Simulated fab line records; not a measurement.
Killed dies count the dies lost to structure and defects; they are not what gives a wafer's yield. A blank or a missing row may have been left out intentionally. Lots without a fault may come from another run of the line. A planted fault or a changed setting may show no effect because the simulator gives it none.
Struck lot and sound lot, side by side -- flow n5 finfet -- 38 out of 1938 route steps
Sound: these wafers, L145.1, L145.2, L145.4. Struck: wafer L147.1. (L147.2, L147.4 of the same lot were not struck and are left out.) The cause comes at the end.
At each step with rows: each side's tool, then ch and its chambers, then its first start. Under that, the readings that differ: sound wafers -- struck wafers -- difference of the means -- sigmas: that difference in standard deviations of wafers without a fault.
alike: same words and numbers on both sides, and readings whose means sit less than 2 such deviations apart. not compared: any withheld reading, any reading some wafer has no value for, any bound like >300 that may hide the same value, and any number with overlapping values for which the record gives no deviation.
A row with sigmas, a row that says differs or no value, or rows on one side alone: a step with any of these is where the two part. Numbers that have no deviation but don't overlap get no sigmas and don't part them. Lack of a reading on every wafer of one side parts them only where that side has two or more wafers.

first, 11 steps without rows for these wafers: N5_FIN_SAQP_STRIP_74 (strips in CHF3/O2); N5_FIN_SAQP_MANDREL_ETCH_22 (etches a-Si in HBr/Cl2, stops on SiNx, target depth 60 nm, bt time 10 s, time 30 s); N5_FIN_SAQP_STRIP_55 (strips in N2/H2); N5_FIN_SAQP_STRIP_23 (strips in SPM, time 750 s); N5_FIN_SAQP_SRD_66 (time 30 s); N5_FIN_SAQP_RECESS_75 (chemistry HF/NH3, target SiO2, target depth 14.4 nm, afs cycles 3, sublimation time 60 s); N5_FIN_SAQP_SPACER1_ALD_24 (deposits SiO2, target thk 20.3 nm, pulse time 1 s, purge time 2 s); N5_FIN_SAQP_SPACER1_ETCHBACK_25 (etches SiO2 in CHF3/O2, target depth 24.4 nm, time 12.2 s); N5_FIN_SAQP_MANDREL1_REMOVE_56 (chemistry HBr/Cl2/O2, target a-Si, stops on SiNx, bt time 10 s); N5_FIN_SAQP_ETCH_57 (etches SiNx in CH3F/O2, target depth 32.5 nm, time 46.4 s); N5_FIN_SAQP_ETCH_65 (etches SiO2 in CF4, target depth 4 nm, time 4.4 s).
N5_FIN_SAQP_MANDREL_ETCH_58: etches a-Si in HBr/Cl2, stops on SiNx, target depth 45 nm, bt time 10 s, time 27 s.
  sound on rie si-03 ch 1,2,3, day 2 23:37; struck on rie si-03 ch 2, day 3 13:34
reading,sound,struck,difference,sigmas
mfc cl2 sccm (sccm),80.19 80.01 80.31,79.57,-0.60,-3
rf fwd power W (W),790 795 796,984,+190,+61
model.SiNx_of_FIN_SAQP_HM_DEP_03.thk nm (nm),37.42 37.6 38.2,36.2,-1.5,
  alike: drypump motor current A, oes product au, throttle valve pct
  not compared: rf hours counter h
then, 9 steps without rows for these wafers: N5_FIN_SAQP_RECESS_63 (chemistry HF/NH3, target SiO2, target depth 18 nm, afs cycles 3, sublimation time 60 s); N5_FIN_SAQP_COAT_68 (time 60 s, resist thk 100 nm); N5_FIN_SAQP_ETCH_69 (etches SOC in N2/H2, stops on SiNx, target depth 150 nm); N5_FIN_SAQP_ETCH_67 (etches SiNx in CH3F/O2, target depth 30 nm); N5_FIN_SAQP_STRIP_70 (strips in N2/H2); N5_FIN_SAQP_RECESS_71 (chemistry HF/NH3, target SiO2, target depth 3 nm, afs cycles 1, sublimation time 60 s); N5_FIN_SAQP_SPACER2_ALD_28 (deposits SiO2, target thk 8.1 nm, pulse time 1 s, purge time 2 s); N5_FIN_SAQP_SPACER2_ETCHBACK_29 (etches SiO2 in CHF3/O2, target depth 12.2 nm, time 6.1 s); N5_FIN_SAQP_MANDREL2_REMOVE_60 (chemistry HBr/Cl2/O2, target a-Si, stops on SiNx, bt time 10 s).
N5_FIN_SAQP_HM_OPEN_33: chemistry CH3F/O2, target SiNx, target depth 49.4 nm, time 70.6 s.
  sound on rie diel-06 ch 0,1,2, day 3 01:21; struck on rie diel-05 ch 2, day 3 15:14
reading,sound,struck,difference,sigmas
etch rf on time s (s),67.3 68.2 70.0,66.3,-2.2,-2
model.etch.depth nm (nm),36.79 36.96 37.51,35.64,-1.45,
  alike: O2_flow_sccm, drypump motor current A, mfc ar sccm, oes product au, rf vpp V, showerhead plenum p Torr, throttle valve pct
  not compared: rf hours counter h
then, 14 steps without rows for these wafers: N5_FIN_SAQP_ETCH_34 (etches SiO2 in C4F6/O2, target depth 45 nm, time 15 s); N5_FIN_SAQP_STRIP_77 (strips in N2/H2, time 90 s); N5_FIN_SAQP_ETCH_64 (etches SiO2 in CF4, target depth 1.5 nm); N5_FIN_SAQP_FIN_ETCH_36 (etches the open film in HBr/Cl2/O2, target depth 120 nm, time 50.4 s); N5_FIN_SAQP_PRECLEAN_38 (cleans in O3/DIW, time 45 s); N5_FIN_SAQP_PRECLEAN_45 (cleans in dHF, time 10 s); N5_FIN_SAQP_SRD_39 (time 30 s); N5_FIN_CUT_COAT_18 (time 60 s, resist thk 230 nm); N5_FIN_CUT_COAT_19 (time 60 s, resist thk 20 nm); N5_FIN_CUT_COAT_29 (time 60 s, resist thk 10 nm); N5_FIN_CUT_COAT_02 (resist thk 30 nm); N5_FIN_CUT_EBR_04; N5_FIN_CUT_SOFTBAKE_03 (time 60 s); N5_FIN_CUT_EXPOSE_05 (exposes mask FIN CUT).
N5_STI_FIN_REVEAL_RECESS_09: chemistry HF/NH3, target SiO2, afs cycles 11, target depth 42.5 nm, sublimation time 60 s.
  sound on vapor etch-02 ch 0,1, day 3 09:52; struck on vapor etch-02 ch 1, day 4 01:05
reading,sound,struck,difference,sigmas
model.SiNx_of_FIN_SAQP_HM_DEP_03.thk nm (nm),17.4 17.6 18.4,16.6,-1.2,
  alike: drypump motor current A
-- the record jumps here: 5 days lie between the struck wafers' starts before and after (it left off in module STI_FIN_REVEAL and takes up again in module BEOL_M4, whose first step shown is number 1111 of the route) --
N5_BEOL_M4_RC_MEAS_101:
  sound on prober-02 ch 0, day 8 09:47; struck on prober-02 ch 0, day 9 12:49
reading,sound,struck,difference,sigmas
IOFF_P (nA/um),0.175 0.193 0.190,0.244,+0.058,+2
ION_N (uA/um),659 662 678,696,+30,+3
ION_P (uA/um),448 447 459,473,+22,+3
VT_P (mV),-255.2 -253.6 -256.1,-248.1,+6.9,+3
  alike: DIBL_N, DIBL_P, IOFF_N, SS_N, SS_P, VT_N

== WHERE THEY PART ==
At N5_FIN_SAQP_MANDREL_ETCH_58 first; at N5_BEOL_M4_RC_MEAS_101 last (within this record only).

WHY: what had been put in by the simulator
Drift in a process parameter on rie si-03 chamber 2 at N5_FIN_SAQP_MANDREL_ETCH_58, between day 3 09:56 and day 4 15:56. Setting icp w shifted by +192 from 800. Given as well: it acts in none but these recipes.
